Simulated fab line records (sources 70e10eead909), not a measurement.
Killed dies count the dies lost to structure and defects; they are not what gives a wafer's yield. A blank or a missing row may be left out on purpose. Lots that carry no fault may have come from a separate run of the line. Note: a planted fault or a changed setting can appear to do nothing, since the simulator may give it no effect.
Which tool is to blame?    flow nandHarc    11 lots with 33 wafers sampled at 6 steps, on a route of 1302 steps

## WHAT THE GAUGES SHOWED, per wafer
NHARC_P_ZERO_WELL_CD_MEAS_24 targets a cd of 720 nm.
lot   measured      on        cdNm (nm)
L476  day 2 08:43   cdSem-03  721.0 718.9 719.9
L478  day 3 04:35   cdSem-03  721.7 721.1 720.0
L481  day 4 10:36   cdSem-03  720.3 720.7 720.5
L482  day 4 20:50   cdSem-02  718.1 718.3 717.5
L483  day 5 06:32   cdSem-01  719.3 719.1 721.1
L484  day 5 16:30   cdSem-01  720.3 717.9 717.9
L485  day 6 02:38   cdSem-03  720.0 719.2 720.3
L486  day 6 12:23   cdSem-01  720.5 719.8 721.7
L487  day 6 22:35   cdSem-03  720.8 719.3 718.7
L488  day 7 08:29   cdSem-01  722.0 721.8 721.7
L498  day 11 12:28  cdSem-01  718.9 717.6 717.4

NHARC_P_ZERO_WELL_CD_MEAS_37 targets a cd of 720 nm.
lot   measured      on        cdNm (nm)
L476  day 2 10:14   cdSem-03  719.3 719.2 717.8
L478  day 3 09:20   cdSem-01  721.1 721.8 721.6
L481  day 4 12:14   cdSem-03  721.2 720.0 717.6
L482  day 4 22:29   cdSem-01  720.7 718.7 718.9
L483  day 5 08:11   cdSem-01  722.2 721.9 722.0
L484  day 5 18:08   cdSem-01  719.5 720.3 721.4
L485  day 6 04:18   cdSem-03  719.2 719.5 722.3
L486  day 6 14:01   cdSem-01  717.8 716.7 718.8
L487  day 7 00:07   cdSem-01  718.2 718.1 717.2
L488  day 7 10:08   cdSem-03  739.0 739.0 740.6 738.7 739.0 740.3
L498  day 11 14:08  cdSem-02  718.8 718.1 719.1

NHARC_END_SORT_01.
lot   measured      on         killedAtArray  killedAtOther  killedAtPeriphery  killedDies  killedOpen  killedShort
L482  day 27 15:32  prober-01  44 45 29       0 2 0          4 2 2              48 49 31    0 2 1       2 4 2
L483  day 27 00:02  prober-02  74 60 42       0 0 0          1 7 3              75 67 45    3 1 6       4 4 1
L484  day 28 06:03  prober-02  58 54 35       0 0 0          6 4 4              64 58 39    5 2 3       3 3 1
L488  day 29 23:56  prober-01  38 38 40       0 1 0          10 5 4             48 44 44    7 3 1       2 2 4

## TOOL THAT RAN EACH LOT (tool first, then ch and the chambers of the sampled wafers, then the start)
lot   NHARC_P_ZERO_WELL_DESCUM_13       NHARC_P_ZERO_WELL_EXPOSE_34       NHARC_P_GATE_DESCUM_13
L476  rieDiel-10 ch 0,2,3, day 2 07:32  krfScanner-01 ch 0, day 2 10:04   rieDiel-13 ch 0,1,2, day 4 16:59
L478  rieDiel-07 ch 2,3, day 3 03:23    krfScanner-01 ch 0, day 3 09:10   rieDiel-05 ch 1,2, day 5 20:37
L481  rieDiel-07 ch 0,1, day 4 09:25    krfScanner-01 ch 0, day 4 12:05   rieDiel-02 ch 0,1,3, day 6 21:12
L482  rieDiel-10 ch 0,1,3, day 4 19:40  krfScanner-04 ch 0, day 4 22:20   rieDiel-02 ch 0,1,3, day 7 12:17
L483  rieDiel-10 ch 0,1,3, day 5 05:20  krfScanner-01 ch 0, day 5 08:02   rieDiel-05 ch 0,1, day 7 12:25
L484  rieDiel-10 ch 0,1,3, day 5 15:26  krfScanner-02 ch 0, day 5 17:59   rieDiel-02 ch 0,2,3, day 8 04:33
L485  rieDiel-10 ch 0,1,3, day 6 01:24  krfScanner-04 ch 0, day 6 04:09   rieDiel-13 ch 0,2, day 8 09:58
L486  rieDiel-04 ch 0,1,3, day 6 11:17  krfScanner-02 ch 0, day 6 13:52   rieDiel-13 ch 0,1,3, day 8 23:14
L487  rieDiel-04 ch 1,2, day 6 21:23    krfScanner-02 ch 0, day 6 23:58   rieDiel-02 ch 1,3, day 9 05:25
L488  rieDiel-10 ch 0,1,2, day 7 07:17  krfScanner-01 ch 0, day 7 09:58   rieDiel-13 ch 0,1,2, day 9 21:17
L498  rieDiel-04 ch 0,2, day 11 11:16   krfScanner-01 ch 0, day 11 13:59  rieDiel-13 ch 0,1,3, day 14 08:23
- NHARC_P_ZERO_WELL_DESCUM_13: chemistry O2, time 3 s.
- NHARC_P_ZERO_WELL_EXPOSE_34: exposes mask P PWELL, target cd 720 nm.
- NHARC_P_GATE_DESCUM_13: chemistry O2, time 3 s.

## WHAT THE TOOLS THEMSELVES READ (means of the sampled wafers that have a number; where no wafer has one, the mark that the record gives instead)
NHARC_P_ZERO_WELL_DESCUM_13.
lot   tool        chamberPressureMTorr (mTorr)  drypumpMotorCurrentA (A)  oesProductAu (a.u.)  rfVppV (V)  showerheadPlenumPTorr (Torr)  throttleValvePct (%)
L476  rieDiel-10  59.96                         5.9                       1.013                56.8        1.88                          11.311
L478  rieDiel-07  59.91                         6.0                       1.006                58.0        1.90                          11.309
L481  rieDiel-07  60.03                         6.0                       1.001                57.7        1.95                          11.308
L482  rieDiel-10  59.99                         5.7                       1.004                57.5        1.90                          11.315
L483  rieDiel-10  60.02                         5.7                       0.994                57.2        1.90                          11.312
L484  rieDiel-10  60.05                         5.7                       1.000                57.8        1.90                          11.314
L485  rieDiel-10  60.01                         5.7                       0.999                57.6        1.89                          11.314
L486  rieDiel-04  59.95                         5.2                       0.999                57.5        1.85                          11.302
L487  rieDiel-04  60.00                         5.2                       1.002                57.6        1.84                          11.309
L488  rieDiel-10  60.01                         5.8                       0.999                58.1        1.88                          11.317
L498  rieDiel-04  60.04                         5.4                       1.002                57.5        1.94                          11.313

NHARC_P_ZERO_WELL_EXPOSE_34.
lot   tool           reticleTempC (C)
L476  krfScanner-01  23.00
L478  krfScanner-01  22.84
L481  krfScanner-01  22.94
L482  krfScanner-04  23.00
L483  krfScanner-01  22.97
L484  krfScanner-02  23.00
L485  krfScanner-04  23.09
L486  krfScanner-02  22.96
L487  krfScanner-02  22.99
L488  krfScanner-01  23.11
L498  krfScanner-01  22.92

NHARC_P_GATE_DESCUM_13.
lot   tool        chamberPressureMTorr (mTorr)  drypumpMotorCurrentA (A)  oesProductAu (a.u.)  rfVppV (V)  showerheadPlenumPTorr (Torr)  throttleValvePct (%)
L476  rieDiel-13  59.99                         5.5                       0.996                57.6        1.85                          11.310
L478  rieDiel-05  59.99                         5.9                       1.003                57.5        1.91                          11.317
L481  rieDiel-02  60.00                         5.7                       1.000                58.8        1.97                          11.311
L482  rieDiel-02  60.05                         5.7                       0.994                57.2        1.97                          11.314
L483  rieDiel-05  59.97                         5.7                       1.010                58.5        2.00                          11.313
L484  rieDiel-02  60.03                         5.7                       1.005                58.1        1.94                          11.309
L485  rieDiel-13  60.00                         5.4                       1.009                57.9        1.86                          11.310
L486  rieDiel-13  60.03                         5.5                       1.001                57.4        1.84                          11.310
L487  rieDiel-02  59.99                         5.9                       1.001                58.1        1.99                          11.314
L488  rieDiel-13  60.02                         5.5                       0.995                57.7        1.85                          11.313
L498  rieDiel-13  59.98                         5.4                       0.998                57.6        1.84                          11.312

## THE ANSWER, worked out from the rows above alone
Rule: the usual values come from the lots themselves. The widest of any qualifying gaps counts: lots, ordered by their means at a reading, are off when they make up no more than a third of the lots, leave a main group of 4 or more, and stand apart from it by 3 or more times the standard deviation of that group's means. The tables above print the reading to a certain number of digits; a main group whose means all agree to those digits is not used. Also off: a lot with no number at a reading for which 4 or more lots have one. Where the step has rows for the other lots, those lots are counted as sound. The gauges are gone through in route order, then the tools' own readings, and for those a lot's mean is taken as printed above. The first step at which some lot is off is used, and at that step the reading that is off furthest; a lot without a number counts as furthest.
Off at NHARC_P_ZERO_WELL_CD_MEAS_37 (cdNm): L488. The main group: mean 719.6 nm, standard deviation 1.4.
If a tool, at a process step before that reading, ran all the lots that are off and no sound lot after the first of them, it fits. Those tools and the gauges at NHARC_P_ZERO_WELL_CD_MEAS_37 are tried in the same way. This does not decide it: 2 tools fit, namely rieDiel-10 at NHARC_P_ZERO_WELL_DESCUM_13 and cdSem-03 at NHARC_P_ZERO_WELL_CD_MEAS_37.

## WHAT THE SIMULATOR PUT IN
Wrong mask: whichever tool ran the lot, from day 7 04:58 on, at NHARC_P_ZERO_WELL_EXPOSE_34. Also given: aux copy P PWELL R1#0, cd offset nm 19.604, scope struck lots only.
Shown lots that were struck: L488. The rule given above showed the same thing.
